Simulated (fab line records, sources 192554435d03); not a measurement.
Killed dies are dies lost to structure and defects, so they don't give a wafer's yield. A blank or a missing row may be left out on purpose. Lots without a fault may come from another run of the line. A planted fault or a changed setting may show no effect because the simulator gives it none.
fab line records | flow n5_finfet
record lots=4 wafers=12 last_day=18
route steps=1938 shown BEOL_M8@1348 PASSIVATION@1936
lots that met no fault: from a run of the same line without faults
start_h: hours from the record's first day to the start of the lot's first wafer shown | wait_h: hours since the lot's step before | " the same as in the row above | L1.1+2: a row that stands for several wafers | - no value, or no start given | * or withheld: withheld | < > ~ a bound
route shown NAME@n: a module of which the file shows steps, and the number in the route of the first | usual: mean/standard deviation of fault-free wafers | same: alike in all rows | chamber/n: place in a boat | sites: the reading at each site | _std_site: their standard deviation | _edge_site: outer sites' mean less inner sites' | radius_mm: how far each site lies from the wafer's centre | mask NAME#n: copy n | behind: the tool/chamber that last shaped the wafer | hold: why the lot was held/for how many hours/how that ended | device: the transistor (n, p or np) that didn't switch | end of line: the same wafers' tests at the end of the route | a step without rows: its recipe alone | killed: dies lost to structure and defects at the first sort, not the wafer's yield | map: a wafer's dies, x killed, . not, _ none there
set.NAME: the setting as run; set.NAME@STEP: as run at that earlier step | model.NAME: the simulator's own value behind a step, which no gauge read
lots at some steps of the route; a table a step, a row a wafer
services: from which hour (start_h, from the record's first day; less than 0 if before it) a tool's chamber was out of use, for how many hours, and why
## steps
# step N5_BEOL_M8_DESCUM_16
# recipe chemistry=O2 time_s=7.9 source_power_w=50 bias_power_w=20 pressure_mtorr=20 rf_frequency_hz=2.712e+07 temp_c=40 resist=CAR-ArF o2_flow_sccm=225
# step N5_BEOL_M8_ETCH_61
# recipe chemistry=CF4 target=SiARC target_depth_a=455 mask_material=CAR-ArF time_s=75.8 ion_energy_ev=80 pressure_mtorr=40 source_w=545 bias_w=36 Ar_flow_sccm=100 cf4_flow_sccm=100 ends=cleared
# step N5_BEOL_M8_ETCH_62
# recipe chemistry=N2/H2 target=SOC target_depth_a=1100 overetch_a=220 mask_material=SiARC temp_c=40 time_s=165 ion_energy_ev=200 pressure_mtorr=30 source_w=840 bias_w=150 n2_flow_sccm=200 h2_flow_sccm=200
# step N5_BEOL_M8_STRIP_68
# recipe chemistry=N2/H2 temp_c=40 n2_flow_sccm=200 h2_flow_sccm=200 rf_frequency_hz=6e+07
# step N5_BEOL_M8_STRIP_67
# recipe chemistry=CF4 resist=SiARC power_w=300 bias_power_w=75 pressure_mtorr=50 cf4_flow_sccm=150 rf_frequency_hz=6e+07
# step N5_BEOL_M8_HM_OPEN_17
# recipe chemistry=Cl2/BCl3 target_depth_a=200 overetch_a=60 target=TiN mask_material=SOC ion_energy_ev=150 pressure_mtorr=10 icp_w=1000 bias_w=126 Cl2_flow_sccm=53.25 bcl3_flow_sccm=21.75 Ar_flow_sccm=25
# step N5_BEOL_M8_STRIP_19
# recipe chemistry=O2 power_w=400 temp_c=40 pressure_mtorr=30 rf_frequency_hz=6e+07 bias_power_w=0 overash_fraction=0.2 o2_flow_sccm=225
# step N5_BEOL_M8_COAT_63
# recipe resist=SOC temp_c=250 time_s=60 spin_rpm=1500 resist_thk_nm=60
# step N5_BEOL_M8_COAT_64
# recipe resist=SiARC temp_c=220 time_s=60 spin_rpm=1500 resist_thk_nm=12
# step N5_BEOL_M8_COAT_71
# recipe resist=underlayer temp_c=205 time_s=60 spin_rpm=1500 resist_thk_nm=5
# usual spin_speed_rpm=1500.2/0.99
# columns lot.wafer tool chamber start_h wait_h spin_speed_rpm
L785.1 litho_track-05 0 261.01 - 1501.9
L785.3 " 0 " " 1500.6
L785.5 " 0 " " 1502.4
L791.2 litho_track-05 0 312.32 - 1442.6
L791.5 " 0 " " 1442.1
L791.6 " 0 " " 1441.7
L796.1 litho_track-05 0 335.96 - 1441.1
L796.2 " 0 " " 1442.9
L796.5 " 0 " " 1443.6
L799.2 litho_track-04 0 371.20 - 1500.5
L799.3 " 0 " " 1501.3
L799.6 " 0 " " 1501.2
# step N5_BEOL_M8_COAT_22
# recipe resist=CAR-EUV spin_rpm=1500 resist_thk_nm=30
# step N5_BEOL_M8_EBR_24
# recipe solvent=PGMEA ebr_width_mm=1.5
# step N5_BEOL_M8_SOFTBAKE_23
# recipe temp_c=110 time_s=60 resist=CAR-EUV
# step N5_BEOL_M8_EXPOSE_25
# recipe mask_id=V7 na=0.33 source_shape=annular sigma_inner=0.4 sigma_outer=0.8 polarization=unpolarized target_cd_nm=40 dose_mj=42.5
# step N5_BEOL_M8_PEB_26
# recipe peb_temp_c=100 peb_time_s=60 resist=CAR-EUV
# step N5_BEOL_M8_DEVELOP_27
# recipe develop_time_s=30 developer=TMAH resist=CAR-EUV rinse_liquid=surfactant_rinse dry=air_spin dev_temp_c=23
# step N5_BEOL_M8_DESCUM_33
# recipe chemistry=O2 time_s=7 source_power_w=50 bias_power_w=20 pressure_mtorr=20 rf_frequency_hz=2.712e+07 temp_c=40 resist=CAR-EUV o2_flow_sccm=225
# step N5_BEOL_M8_ETCH_72
# recipe chemistry=N2/H2 target=underlayer target_depth_a=65 mask_material=CAR-EUV time_s=5.2 ion_energy_ev=200 pressure_mtorr=30 source_w=840 bias_w=150 n2_flow_sccm=200 h2_flow_sccm=200 ends=cleared
# usual drypump_motor_current_A=5.9/0.57 etch_rf_on_time_s=5.20/0.13 n2_flow_sccm=199.9/0.55 oes_product_au=0.68/0.083 rf_vpp_V=523.7/2.9 showerhead_plenum_p_Torr=2.54/0.095 throttle_valve_pct=17.84/0.23
# columns lot.wafer tool chamber start_h wait_h drypump_motor_current_A etch_rf_on_time_s n2_flow_sccm oes_product_au rf_hours_counter_h rf_vpp_V showerhead_plenum_p_Torr throttle_valve_pct model.etch.depth_nm
L785.1 rie_diel-01 3 262.30 0.0 5.9 5.03 199.4 0.81 14 526.4 2.59 17.43 5.014
L785.3 " 2 " " 6.7 5.28 200.7 0.62 203 521.8 2.53 17.86 5.019
L785.5 " 0 " " 6.2 5.09 199.5 0.79 - 525.3 2.71 17.62 5.033
L791.2 rie_diel-05 3 312.97 0.0 6.7 5.32 201.4 0.58 250 519.4 2.39 18.12 5.117
L791.5 " 1 " " 5.9 5.12 199.4 0.67 - 523.0 2.47 18.11 5.111
L791.6 " 2 " " 5.6 5.30 200.0 0.64 - 524.8 2.52 17.80 5.097
L796.1 rie_diel-05 2 336.81 0.0 5.6 5.33 199.2 0.63 178 523.5 2.52 17.80 5.124
L796.2 " 1 " " 6.0 5.26 199.9 0.66 124 521.0 2.46 18.13 5.119
L796.5 " 2 " " 5.6 5.28 199.1 0.63 - 523.6 2.52 17.80 5.11
L799.2 rie_diel-06 1 371.62 0.0 5.8 5.27 199.1 0.71 58 526.2 2.59 17.71 4.999
L799.3 " 0 " " 6.5 5.37 200.0 0.57 227 521.7 2.41 18.11 5.009
L799.6 " 3 " " 4.8 5.12 200.2 0.61 - 518.4 2.43 18.00 5.005
# step N5_BEOL_M8_ETCH_65
# recipe chemistry=CF4 target=SiARC target_depth_a=156 mask_material=CAR-EUV time_s=26 ion_energy_ev=80 pressure_mtorr=40 source_w=545 bias_w=36 Ar_flow_sccm=100 cf4_flow_sccm=100 ends=cleared
# step N5_PASSIVATION_PROBE_49
# usual defect_limited_yield=91.4/1.4 killed_at_M0_to_M3=33/11 killed_at_M4_up=13/5.3 killed_at_contacts=13/6.1 killed_at_front_end=40/11 killed_at_other=2.9/2.7 killed_dies=102/17 killed_open=68/13 killed_short=32/7.5 sort_bin_4_leakage=0.00/0.022 sort_bin_5_function=5.1/0.98 sort_bin_6_memory=3.2/0.69 sort_n_pass=1077/21 sort_yield_pct=91.3/1.7
# same gross_dies=1180 killed_at_back_side=0 sort_bin_8_speed[%]=0
# columns lot.wafer tool chamber start_h wait_h defect_limited_yield[%] killed_at_M0_to_M3 killed_at_M4_up killed_at_contacts killed_at_front_end killed_at_other killed_dies killed_open killed_short sort_bin_4_leakage[%] sort_bin_5_function[%] sort_bin_6_memory[%] sort_n_pass sort_yield_pct[%]
L785.1 prober-01 - 349.32 0.0 93.2 23 14 6 36 1 80 52 27 0 4.4 2.2 1100 93.2
L785.3 prober-01 - 349.42 0.1 92.9 27 16 14 27 0 84 45 33 0 4.4 2.5 1096 92.9
L785.5 prober-01 - 349.52 0.2 95.0 22 3 3 30 1 59 34 24 0 2.8 2.0 1121 95.0
# killed by level:class
L785.1 STI_FIN_REVEAL:geometric_particle:open=13 BEOL_M0_SAQP:geometric_particle:short=9 DUMMY_GATE:geometric_particle:open=8 FIN_SAQP:geometric_particle:short=5 MOL_CONTACT_COAG:geometric_particle:open=5 BEOL_M0_SAQP:geometric_particle:open=4 BEOL_M2:geometric_particle:open=4 BEOL_M8:geometric_particle:open=4
L785.3 BEOL_M0_SAQP:geometric_particle:short=10 MOL_CONTACT_COAG:geometric_particle:open=7 MOL_CONTACT_COAG:geometric_particle:short=7 BEOL_M4:geometric_particle:open=7 FIN_SAQP:geometric_particle:open=6 STI_FIN_REVEAL:geometric_particle:open=6 BEOL_M0_SAQP:geometric_particle:open=6 FIN_SAQP:geometric_particle:short=4
L785.5 FIN_SAQP:geometric_particle:short=9 BEOL_M0_SAQP:geometric_particle:open=6 STARTING-WAFER:geometric_particle:short=5 FIN_SAQP:geometric_particle:open=4 BEOL_M1:geometric_particle:open=4 DUMMY_GATE:geometric_particle:open=3 MOL_CONTACT_COAG:geometric_particle:open=3 BEOL_M2:geometric_particle:open=3
## services
# columns tool chamber start_h hours kind
rie_diel-06 2 241.76 6.5 repair
rie_diel-01 1 255.42 3.4 repair
litho_track-05 - 261.76 - consumable_replace:filter
rie_diel-05 0 265.60 - clean
rie_diel-05 0 265.60 - consumable_replace:focus_ring
rie_diel-05 0 265.60 22.7 scheduled_down
rie_diel-05 0 265.60 22.7 vent_cycle
rie_diel-01 2 270.68 4.7 repair
rie_diel-05 - 273.86 14.6 pm
rie_diel-05 3 314.94 11.0 repair
rie_diel-05 3 326.15 - clean
rie_diel-05 3 326.15 - consumable_replace:focus_ring
rie_diel-05 3 326.15 - consumable_replace:showerhead
rie_diel-05 3 326.15 16.1 scheduled_down
rie_diel-05 3 326.15 16.1 vent_cycle
rie_diel-06 3 333.55 2.8 repair
rie_diel-06 - 334.62 0.7 repair
litho_track-05 - 351.11 - consumable_replace:filter
rie_diel-05 1 355.36 13.1 repair
## key
first_sign step=N5_BEOL_M8_COAT_71 reading=spin_speed_rpm direction=down sigmas=58 usual=* struck=*
effect none on later readings
model_effect step=N5_BEOL_M8_ETCH_72 value=etch.depth_nm without=5.013 struck=5.113
met_at N5_BEOL_M8_COAT_71
struck_wafers L791.2,L791.5,L791.6,L796.1,L796.2,L796.5
onset_between 261.01 312.32
fault kind=process_parameter_drift tool=litho_track-05 chamber=- onset_h=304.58 steps=N5_BEOL_M8_COAT_71 channel=spin_rpm offset=* shape=step end_h=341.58 acts_in=* stated=*
